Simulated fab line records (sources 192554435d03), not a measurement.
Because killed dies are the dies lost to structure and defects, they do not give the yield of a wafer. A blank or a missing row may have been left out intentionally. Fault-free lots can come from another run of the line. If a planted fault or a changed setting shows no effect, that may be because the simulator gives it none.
Split-lot experiment :: flow n5Finfet :: 21 wafers read from 7 lots, route of 1938 steps

== ABOUT THE SPLIT ==
At N5_BEOL_M5_COAT_66 (time 60 s, resist thk 12 nm), the setting spinRpm was moved away from the recipe's 1500 rpm on 5 of the 21 wafers read, by -11.0% to +7.7%. The other wafers ran this setting at the recipe's value.

Reading taken at the split's own step.

== THE READING ==
SiARC_of_BEOL_M5_COAT_66.thkNm (the simulator's own value, which no gauge read), in nm, at N5_BEOL_M5_COAT_66 (time 60 s, resist thk 12 nm). There is no usual value for it anywhere in the file.

wafer: L076.3
tool, chamber at the split: lithoTrack-02, 0
spinRpm as run, rpm: 1500
against the recipe: recipe
SiARC_of_BEOL_M5_COAT_66.thkNm, nm: 12
against lot-mates on the recipe: -

wafer: L076.5
tool, chamber at the split: lithoTrack-02, 0
spinRpm as run, rpm: 1500
against the recipe: recipe
SiARC_of_BEOL_M5_COAT_66.thkNm, nm: 12
against lot-mates on the recipe: -

wafer: L076.6
tool, chamber at the split: lithoTrack-02, 0
spinRpm as run, rpm: 1500
against the recipe: recipe
SiARC_of_BEOL_M5_COAT_66.thkNm, nm: 12
against lot-mates on the recipe: -

wafer: L080.2
tool, chamber at the split: lithoTrack-02, 0
spinRpm as run, rpm: 1500
against the recipe: recipe
SiARC_of_BEOL_M5_COAT_66.thkNm, nm: 12
against lot-mates on the recipe: -

wafer: L080.5
tool, chamber at the split: lithoTrack-02, 0
spinRpm as run, rpm: 1500
against the recipe: recipe
SiARC_of_BEOL_M5_COAT_66.thkNm, nm: 12
against lot-mates on the recipe: -

wafer: L080.6
tool, chamber at the split: lithoTrack-02, 0
spinRpm as run, rpm: 1500
against the recipe: recipe
SiARC_of_BEOL_M5_COAT_66.thkNm, nm: 12
against lot-mates on the recipe: -

wafer: L082.3
tool, chamber at the split: lithoTrack-02, 0
spinRpm as run, rpm: 1615
against the recipe: +7.7%
SiARC_of_BEOL_M5_COAT_66.thkNm, nm: 11.6
against lot-mates on the recipe: -0.4

wafer: L082.5
tool, chamber at the split: lithoTrack-02, 0
spinRpm as run, rpm: 1615
against the recipe: +7.7%
SiARC_of_BEOL_M5_COAT_66.thkNm, nm: 11.6
against lot-mates on the recipe: -0.4

wafer: L082.6
tool, chamber at the split: lithoTrack-02, 0
spinRpm as run, rpm: 1500
against the recipe: recipe
SiARC_of_BEOL_M5_COAT_66.thkNm, nm: 12
against lot-mates on the recipe: -

wafer: L084.1
tool, chamber at the split: lithoTrack-04, 0
spinRpm as run, rpm: 1500
against the recipe: recipe
SiARC_of_BEOL_M5_COAT_66.thkNm, nm: 12
against lot-mates on the recipe: -

wafer: L084.2
tool, chamber at the split: lithoTrack-04, 0
spinRpm as run, rpm: 1500
against the recipe: recipe
SiARC_of_BEOL_M5_COAT_66.thkNm, nm: 12
against lot-mates on the recipe: -

wafer: L084.6
tool, chamber at the split: lithoTrack-04, 0
spinRpm as run, rpm: 1500
against the recipe: recipe
SiARC_of_BEOL_M5_COAT_66.thkNm, nm: 12
against lot-mates on the recipe: -

wafer: L094.1
tool, chamber at the split: lithoTrack-03, 0
spinRpm as run, rpm: 1500
against the recipe: recipe
SiARC_of_BEOL_M5_COAT_66.thkNm, nm: 12
against lot-mates on the recipe: -

wafer: L094.4
tool, chamber at the split: lithoTrack-03, 0
spinRpm as run, rpm: 1500
against the recipe: recipe
SiARC_of_BEOL_M5_COAT_66.thkNm, nm: 12
against lot-mates on the recipe: -

wafer: L094.5
tool, chamber at the split: lithoTrack-03, 0
spinRpm as run, rpm: 1500
against the recipe: recipe
SiARC_of_BEOL_M5_COAT_66.thkNm, nm: 12
against lot-mates on the recipe: -

wafer: L089.1
tool, chamber at the split: lithoTrack-04, 0
spinRpm as run, rpm: 1335
against the recipe: -11.0%
SiARC_of_BEOL_M5_COAT_66.thkNm, nm: 12.6
against lot-mates on the recipe: +0.6

wafer: L089.4
tool, chamber at the split: lithoTrack-04, 0
spinRpm as run, rpm: 1335
against the recipe: -11.0%
SiARC_of_BEOL_M5_COAT_66.thkNm, nm: 12.8
against lot-mates on the recipe: +0.8

wafer: L089.6
tool, chamber at the split: lithoTrack-04, 0
spinRpm as run, rpm: 1500
against the recipe: recipe
SiARC_of_BEOL_M5_COAT_66.thkNm, nm: 12
against lot-mates on the recipe: -

wafer: L091.3
tool, chamber at the split: lithoTrack-02, 0
spinRpm as run, rpm: 1500
against the recipe: recipe
SiARC_of_BEOL_M5_COAT_66.thkNm, nm: 12
against lot-mates on the recipe: -

wafer: L091.4
tool, chamber at the split: lithoTrack-02, 0
spinRpm as run, rpm: 1500
against the recipe: recipe
SiARC_of_BEOL_M5_COAT_66.thkNm, nm: 12
against lot-mates on the recipe: -

wafer: L091.5
tool, chamber at the split: lithoTrack-02, 0
spinRpm as run, rpm: 1375
against the recipe: -8.3%
SiARC_of_BEOL_M5_COAT_66.thkNm, nm: 12.6
against lot-mates on the recipe: +0.6

THE FIT
A straight line over all 21 wafers: SiARC_of_BEOL_M5_COAT_66.thkNm changes by -0.0614 nm for each +1% of spinRpm; r = -0.99; the points scatter about the line by 0.043 nm.
The same after taking each lot's own level away (the mean of its wafers on the recipe; 21 wafers): -0.0614 nm for each +1%; r = -0.99; scatter 0.043 nm.
That fit puts the effect of the largest move of spinRpm on the reading at 0.68 nm.
The lots' own levels span 12.00 to 12.00 nm.
The two slopes agree, so the slope changes little with the lot-to-lot level.
Check: +0.727 nm against its lot-mates is what the line predicts for one of the wafers moved furthest among these (-11.0%) when that wafer is left out of the fit. Against them it came out at +0.6 nm.

== ADDITIONAL SPLITS CARRIED BY THESE WAFERS ==
Other splits were also applied to these wafers ahead of the reading. Each is held against what the fit with the lots' levels taken away leaves over:
other split on the same wafers: N5_BEOL_M2_ETCH_64 biasW
wafers away from the commonest value: 7
r with SiARC_of_BEOL_M5_COAT_66.thkNm (lot level and that fit taken away): -0.41

other split on the same wafers: N5_BEOL_M2_TRENCH_ETCH_37 timeS
wafers away from the commonest value: 9
r with SiARC_of_BEOL_M5_COAT_66.thkNm (lot level and that fit taken away): -0.13

other split on the same wafers: N5_BEOL_M3_ETCH_64 timeS
wafers away from the commonest value: 6
r with SiARC_of_BEOL_M5_COAT_66.thkNm (lot level and that fit taken away): -0.27

other split on the same wafers: N5_BEOL_M3_COAT_67 spinRpm
wafers away from the commonest value: 6
r with SiARC_of_BEOL_M5_COAT_66.thkNm (lot level and that fit taken away): +0.10

other split on the same wafers: N5_BEOL_M4_COAT_73 spinRpm
wafers away from the commonest value: 6
r with SiARC_of_BEOL_M5_COAT_66.thkNm (lot level and that fit taken away): +0.38

other split on the same wafers: N5_BEOL_M4_EXPOSE_08 doseMj
wafers away from the commonest value: 9
r with SiARC_of_BEOL_M5_COAT_66.thkNm (lot level and that fit taken away): -0.07

other split on the same wafers: N5_BEOL_M4_ALD_98 aldCycles
wafers away from the commonest value: 10
r with SiARC_of_BEOL_M5_COAT_66.thkNm (lot level and that fit taken away): -0.27

== THE FILE'S OWN FIT ==
SiARC_of_BEOL_M5_COAT_66.thkNm changes by -0.0633 nm for each +1% of spinRpm, r = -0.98.
